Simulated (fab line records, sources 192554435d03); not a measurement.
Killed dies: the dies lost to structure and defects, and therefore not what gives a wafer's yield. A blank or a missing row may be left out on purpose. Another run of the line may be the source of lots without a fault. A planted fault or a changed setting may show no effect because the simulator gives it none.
fab line records	flow n5_finfet
record lots=5	wafers=15	last_day=17
route steps=1938 shown BEOL_M14@1753
lots that met no fault: taken from a fault-free run of the same line
start_h: hours from the record's opening day to when the first of the lot's shown wafers began	wait_h: time in hours since the lot's previous step	" repeats the value in the row above	L1.1+2: a row that stands for several wafers	- no value, or no start was given	* or withheld: withheld	< > ~ a bound
route shown NAME@n: a module of which the file shows steps, and the number in the route of the first	usual: mean/standard deviation of fault-free wafers	same: alike in all rows	chamber/n: place in a boat	sites: each site's reading	_std_site: standard deviation across them	_edge_site: mean of outer sites minus mean of inner sites	radius_mm: how far each site lies from the wafer's centre	mask NAME#n: copy n	behind: tool/chamber where the wafer was last shaped	hold: why the lot went on hold/how many hours it stayed there/how the hold came to an end	device: whichever transistor did not switch (one of n, p or np)	end of line: the same wafers' tests at the end of the route	for a step that has no rows: nothing shown but its recipe	killed: dies lost to structure and defects at the first sort, not the wafer's yield	map: a wafer's dies, marking killed ones x, the rest . and places with no die _
set.NAME: the setting that was run; set.NAME@STEP: the one run at that earlier step	model.NAME: the simulator's own value behind a step, which no gauge read
lots at some steps of the route; a table a step, a row a wafer
services: from which hour (start_h, from the record's first day; less than 0 if before it) a tool's chamber was out of use, for how many hours, and why
## steps
# step N5_BEOL_M14_TRENCH_ETCH_34
# recipe chemistry=C4F8/O2/Ar	target=SiO2	target_depth_a=5566.5	mask_material=SOC	he_inner_torr=15	he_outer_torr=30	time_s=126.9	ion_energy_ev=800	pressure_mtorr=20	source_w=1905	bias_w=2040	Ar_flow_sccm=400	C4F8_flow_sccm=16	O2_flow_sccm=12
# usual O2_flow_sccm=12.00/0.038	drypump_motor_current_A=5.8/0.4	he_outer_torr=30.00/0.062	oes_o_777_au=0.79/0.072	oes_product_au=0.79/0.076	rf_vpp_V=2226/13	showerhead_plenum_p_Torr=3.43/0.099	throttle_valve_pct=31.0/0.36
lot.wafer	tool	chamber	start_h	wait_h	O2_flow_sccm	drypump_motor_current_A	he_outer_torr	oes_o_777_au	oes_product_au	rf_hours_counter_h	rf_vpp_V	showerhead_plenum_p_Torr	throttle_valve_pct
L569.1	rie_diel-03	0	284.89	0.0	12.03	6.0	30.06	1.01	1.01	1	2236	3.52	31.1
L569.2	"	1	"	"	12.02	5.8	29.98	0.83	0.83	71	2216	3.62	30.7
L569.4	"	1	"	"	12.07	5.8	30.05	0.84	0.83	-	2217	3.62	30.6
L577.3	rie_diel-06	3	303.36	0.0	11.99	5.4	30.06	0.80	0.79	131	2238	3.45	30.8
L577.4	"	2	"	"	12.00	6.8	29.96	0.71	0.70	224	2236	3.41	31.4
L577.6	"	2	"	"	12.00	6.9	29.98	0.71	0.71	-	2235	3.41	31.4
L579.1	rie_diel-01	1	344.93	0.0	12.04	5.5	30.02	0.77	0.76	166	2215	3.43	30.6
L579.3	"	3	"	"	11.94	6.1	30.02	0.80	0.82	62	2218	3.34	30.4
L579.4	"	2	"	"	11.96	5.9	30.00	0.69	0.69	245	2247	3.52	31.2
L587.2	rie_diel-01	1	380.56	0.0	12.02	5.5	29.86	0.76	0.75	181	2212	3.42	30.6
L587.3	"	2	"	"	11.97	5.9	30.10	0.96	0.98	3	2248	3.52	30.9
L587.5	"	3	"	"	12.03	6.1	30.00	0.79	0.80	-	2216	3.33	30.4
L590.2	rie_diel-01	0	381.24	0.0	12.02	5.5	30.04	0.77	0.79	108	2227	3.34	31.5
L590.4	"	3	"	"	11.98	6.1	29.88	0.79	0.81	78	2218	3.33	30.4
L590.6	"	0	"	"	11.98	5.5	29.96	0.78	0.79	-	2227	3.34	31.5
# step N5_BEOL_M14_STRIP_70
# recipe chemistry=C4F8/O2/Ar	resist=SiARC	rf_frequency_hz=6e+07
# step N5_BEOL_M14_OCD_MEAS_35
# usual trench_depth_nm=556/7.7
lot.wafer	tool	chamber	start_h	wait_h	trench_depth_nm
L569.1	ocd-02	-	285.04	0.0	569
L569.2	"	-	"	"	549
L569.4	"	-	"	"	542
L577.3	ocd-02	-	303.51	0.0	558
L577.4	"	-	"	"	543
L577.6	"	-	"	"	545
L579.1	ocd-02	-	345.08	0.0	563
L579.3	"	-	"	"	557
L579.4	"	-	"	"	547
L587.2	ocd-02	-	380.72	0.0	565
L587.3	"	-	"	"	559
L587.5	"	-	"	"	556
L590.2	ocd-01	-	381.40	0.0	555
L590.4	"	-	"	"	555
L590.6	"	-	"	"	552
# step N5_BEOL_M14_STRIP_37
# recipe chemistry=O2	power_w=600	temp_c=60	pressure_mtorr=30	rf_frequency_hz=6e+07	bias_power_w=0	overash_fraction=0.3	o2_flow_sccm=225
# step N5_BEOL_M14_ETCH_38
# recipe chemistry=CF4/N2	target=SiCN	target_depth_a=1065	taper_deg=2	time_s=120.6	ion_energy_ev=150	mask_material=SiO2	pressure_mtorr=40	source_w=430	bias_w=70	Ar_flow_sccm=100	cf4_flow_sccm=60	n2_flow_sccm=60
# usual cf4_flow_sccm=60.00/0.18	drypump_motor_current_A=5.7/0.39	oes_product_au=0.80/0.079	rf_vpp_V=382.6/1.8	showerhead_plenum_p_Torr=2.22/0.069	throttle_valve_pct=15.48/0.28
lot.wafer	tool	chamber	start_h	wait_h	cf4_flow_sccm	drypump_motor_current_A	oes_product_au	rf_hours_counter_h	rf_vpp_V	showerhead_plenum_p_Torr	throttle_valve_pct
L569.1	rie_diel-01	1	-	-	60.12	5.5	0.79	144	382.8	2.21	15.15
L569.2	"	2	"	"	60.13	5.9	0.70	224	381.9	2.27	15.71
L569.4	"	3	"	"	60.08	6.1	0.86	41	381.1	2.15	15.03
L577.3	rie_diel-03	3	-	-	59.98	5.1	0.99	1	385.0	2.35	15.21
L577.4	"	2	"	"	59.91	5.6	0.76	150	385.0	2.29	15.66
L577.6	"	3	"	"	60.12	5.1	0.99	-	385.3	2.35	15.20
L579.1	rie_diel-06	3	-	-	60.25	5.4	0.78	146	382.0	2.21	15.37
L579.3	"	2	"	"	59.71	6.9	0.69	239	380.5	2.18	16.03
L579.4	"	1	"	"	60.09	5.8	0.77	136	380.6	2.12	15.74
L587.2	rie_diel-01	3	-	-	59.95	6.1	0.80	78	380.2	2.14	15.10
L587.3	"	1	"	"	60.00	5.5	0.75	182	382.4	2.20	15.24
L587.5	"	2	"	"	59.92	5.9	0.97	-	382.8	2.26	15.27
L590.2	rie_diel-06	1	-	-	60.01	5.8	0.76	150	380.7	2.12	15.79
L590.4	"	3	"	"	59.94	5.4	0.77	-	381.3	2.20	15.41
L590.6	"	1	"	"	60.03	5.8	0.75	-	380.4	2.12	15.77
# step N5_BEOL_M14_PRECLEAN_39
# recipe chemistry=residue_remover	time_s=60	temp_c=40
# step N5_BEOL_M14_SRD_40
# recipe time_s=30	temp_c=23	rinse_liquid=diw	dry=n2_spin	spin_rpm=1500	dry_time_s=30
# step N5_BEOL_M14_DEGAS_41
# recipe ambient=vacuum	temp_c=300	time_s=60
# step N5_BEOL_M14_PRE_CLEAN_42
# recipe gas=H2/He	time_s=30	temp_c=300
# step N5_BEOL_M14_SPUTTER_43
# recipe material=TaN	target_thk_a=150	temp_c=50	bias_v=168.6	power_w=15000	chamber_pressure_pa=0.12	time_s=24.19
# usual bias_v=168.5/1.6	throttle_valve_pct=29.5/0.73
lot.wafer	tool	chamber	start_h	wait_h	bias_v	throttle_valve_pct
L569.1	pvd_sputter-02	-	286.29	0.0	167.3	29.4
L569.2	"	-	"	"	167.9	30.5
L569.4	"	-	"	"	167.9	29.4
L577.3	pvd_sputter-01	-	304.28	0.0	166.9	29.8
L577.4	"	-	"	"	167.2	28.7
L577.6	"	-	"	"	165.8	29.9
L579.1	pvd_sputter-02	-	345.89	0.0	169.2	29.6
L579.3	"	-	"	"	167.6	30.2
L579.4	"	-	"	"	165.9	28.0
L587.2	pvd_sputter-03	-	383.64	0.0	166.1	30.3
L587.3	"	-	"	"	172.1	28.6
L587.5	"	-	"	"	168.1	29.1
L590.2	pvd_sputter-02	-	385.73	0.0	168.9	28.0
L590.4	"	-	"	"	165.6	30.0
L590.6	"	-	"	"	170.3	30.6
# step N5_BEOL_M14_SPUTTER_44
# recipe material=Ta	target_thk_a=150	temp_c=50	bias_v=80	power_w=15000	chamber_pressure_pa=0.07	time_s=24.19
# usual bias_v=80.1/0.91	throttle_valve_pct=29.5/0.74
lot.wafer	tool	chamber	start_h	wait_h	bias_v	throttle_valve_pct
L569.1	pvd_sputter-02	-	286.37	0.0	80.1	29.1
L569.2	"	-	"	"	79.8	30.5
L569.4	"	-	"	"	80.5	29.7
L577.3	pvd_sputter-01	-	304.36	0.0	78.8	29.8
L577.4	"	-	"	"	80.3	28.5
L577.6	"	-	"	"	79.4	29.6
L579.1	pvd_sputter-02	-	345.97	0.0	80.3	29.9
L579.3	"	-	"	"	79.8	30.4
L579.4	"	-	"	"	80.0	27.6
L587.2	pvd_sputter-03	-	383.72	0.0	79.7	30.3
L587.3	"	-	"	"	79.7	28.9
L587.5	"	-	"	"	79.2	29.2
L590.2	pvd_sputter-02	-	385.81	0.0	80.7	27.9
L590.4	"	-	"	"	79.9	29.6
L590.6	"	-	"	"	78.2	30.2
# step N5_BEOL_M14_SPUTTER_45
# recipe material=Cu	target_thk_a=1000	temp_c=-20	bias_v=60	power_w=26000	chamber_pressure_pa=0.13	time_s=16.67
# usual bias_v=60.1/0.61	chuck_gas_flow_sccm=1.26/0.053	throttle_valve_pct=29.5/0.75
lot.wafer	tool	chamber	start_h	wait_h	bias_v	chuck_gas_flow_sccm	throttle_valve_pct
L569.1	pvd_sputter-02	-	286.45	0.0	61.4	1.33	29.3
L569.2	"	-	"	"	59.1	1.21	30.4
L569.4	"	-	"	"	60.7	1.28	29.7
L577.3	pvd_sputter-01	-	304.44	0.0	59.4	1.22	30.2
L577.4	"	-	"	"	59.9	1.23	28.6
L577.6	"	-	"	"	60.2	1.27	30.2
L579.1	pvd_sputter-02	-	346.05	0.0	59.8	1.25	29.8
L579.3	"	-	"	"	59.1	1.26	30.2
L579.4	"	-	"	"	61.2	1.35	28.1
L587.2	pvd_sputter-03	-	383.80	0.0	60.0	1.33	30.5
L587.3	"	-	"	"	60.0	1.23	28.5
L587.5	"	-	"	"	60.4	1.26	29.4
L590.2	pvd_sputter-02	-	385.89	0.0	60.4	1.24	28.1
L590.4	"	-	"	"	60.3	1.35	29.7
L590.6	"	-	"	"	60.6	1.23	30.4
# step N5_BEOL_M14_ECD_47
# recipe material=Cu	target_thk_a=12480
lot.wafer	tool	chamber	start_h	wait_h	model.Cu_of_BEOL_M14_ECD_47.thk_nm
L569.1	ecd_cu-02	1	286.57	0.1	1239
L569.2	"	0	"	"	1266
L569.4	"	1	"	"	1257
L577.3	ecd_cu-01	1	304.62	0.1	1240
L577.4	"	0	"	"	1246
L577.6	"	0	"	"	1259
L579.1	ecd_cu-01	1	346.17	0.1	1254
L579.3	"	1	"	"	1250
L579.4	"	0	"	"	670.4
L587.2	ecd_cu-02	1	383.92	0.1	1247
L587.3	"	0	"	"	1238
L587.5	"	1	"	"	1232
L590.2	ecd_cu-02	1	386.00	0.1	1249
L590.4	"	1	"	"	1244
L590.6	"	1	"	"	1221
# step N5_BEOL_M14_ANNEAL_48
# recipe temp_c=225	time_s=90	ambient=N2
# step N5_BEOL_M14_CMP_49
# recipe stop_on=SiO2	t_overpolish_s=5.2	down_force_psi=2	platen_rpm=80	clearing_platen_down_force_psi=2	clearing_platen_rpm=80	post_cmp_clean=cu_alkaline	target_thk_nm=560	clearing_platen_pad_velocity_m_s=1.5917	pad_velocity_m_s=1.5917
# usual clearing_platen_rpm=80.00/0.041	motor_current_A=7.6/0.99	time_to_endpoint_s=124/3.9
lot.wafer	tool	chamber	start_h	wait_h	clearing_platen_rpm	motor_current_A	time_to_endpoint_s
L569.1	cmp-01	2	287.06	0.3	80.04	7.7	129
L569.4	"	3	"	"	80.02	8.8	134
L569.2	"	0	"	"	80.01	6.7	131
L577.4	cmp-04	1	305.28	0.1	79.91	7.3	125
L577.3	"	3	"	"	80.06	7.1	130
L577.6	"	1	"	"	80.07	7.3	127
L579.3	cmp-03	3	346.81	0.2	80.03	9.6	124
L579.4	"	1	"	"	80.00	9.2	68
L579.1	"	2	"	"	80.01	6.6	129
L587.3	cmp-04	1	384.41	0.2	80.01	7.1	128
L587.2	"	3	"	"	79.99	7.1	128
L587.5	"	2	"	"	79.99	6.9	123
L590.4	cmp-01	1	386.57	0.1	79.96	7.7	125
L590.2	"	0	"	"	79.94	6.2	120
L590.6	"	1	"	"	79.98	7.7	122
# step N5_BEOL_M14_THK_MEAS_50
# recipe thk_meas_gauge=xrf	reads=Cu_of_BEOL_M14_ECD_47
# usual M14_THK=571/8.9
lot.wafer	tool	chamber	start_h	wait_h	M14_THK[nm]
L569.1	film_metro-01	-	287.35	-	591
L569.2	"	-	"	"	568
L569.4	"	-	"	"	565
L577.3	film_metro-01	-	305.58	-	581
L577.4	"	-	"	"	565
L577.6	"	-	"	"	564
L579.1	film_metro-01	-	347.11	-	572
L579.3	"	-	"	"	565
L579.4	"	-	"	"	551
L587.2	film_metro-01	-	384.70	-	583
L587.3	"	-	"	"	581
L587.5	"	-	"	"	574
L590.2	film_metro-01	-	386.87	-	568
L590.4	"	-	"	"	572
L590.6	"	-	"	"	563
## services
tool	chamber	start_h	hours	kind
ecd_cu-01	-	263.90	0.5	repair
rie_diel-03	-	267.25	1.6	repair
rie_diel-03	3	279.88	-	clean
rie_diel-03	3	279.88	-	consumable_replace:focus_ring
rie_diel-03	3	279.88	-	consumable_replace:showerhead
cmp-01	-	291.37	5.3	repair
cmp-03	-	309.49	1.3	repair
cmp-01	-	314.33	3.1	pm
ecd_cu-01	-	326.55	2.7	repair
rie_diel-03	2	330.71	4.4	repair
cmp-01	-	355.21	1.7	repair
cmp-01	-	357.29	4.0	pm
rie_diel-01	2	357.51	-	clean
rie_diel-01	2	357.51	-	consumable_replace:focus_ring
rie_diel-01	2	357.51	16.1	scheduled_down
rie_diel-01	2	357.51	16.1	vent_cycle
rie_diel-06	-	370.27	2.8	pm
rie_diel-06	2	379.23	-	clean
rie_diel-06	2	379.23	-	consumable_replace:esc
rie_diel-06	2	379.23	-	consumable_replace:focus_ring
rie_diel-06	2	379.23	23.6	scheduled_down
rie_diel-06	2	379.23	23.6	vent_cycle
cmp-04	-	382.06	1.2	repair
cmp-01	-	382.95	0.2	repair
## key
first_sign step=N5_BEOL_M14_CMP_49	reading=time_to_endpoint_s	direction=down	sigmas=15	usual=*	struck=*
effect none on later readings
model_effect step=N5_BEOL_M14_ECD_47	value=Cu_of_BEOL_M14_ECD_47.thk_nm	without=1242	struck=670.4
met_at N5_BEOL_M14_ECD_47
struck_wafers L579.4
onset_between 304.62 346.17
fault kind=process_parameter_drift	tool=ecd_cu-01	chamber=-	onset_h=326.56	steps=N5_BEOL_M14_ECD_47	channel=target_thk_a	offset=*	shape=step	end_h=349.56	scope=struck_wafers_only	acts_in=*	stated=*
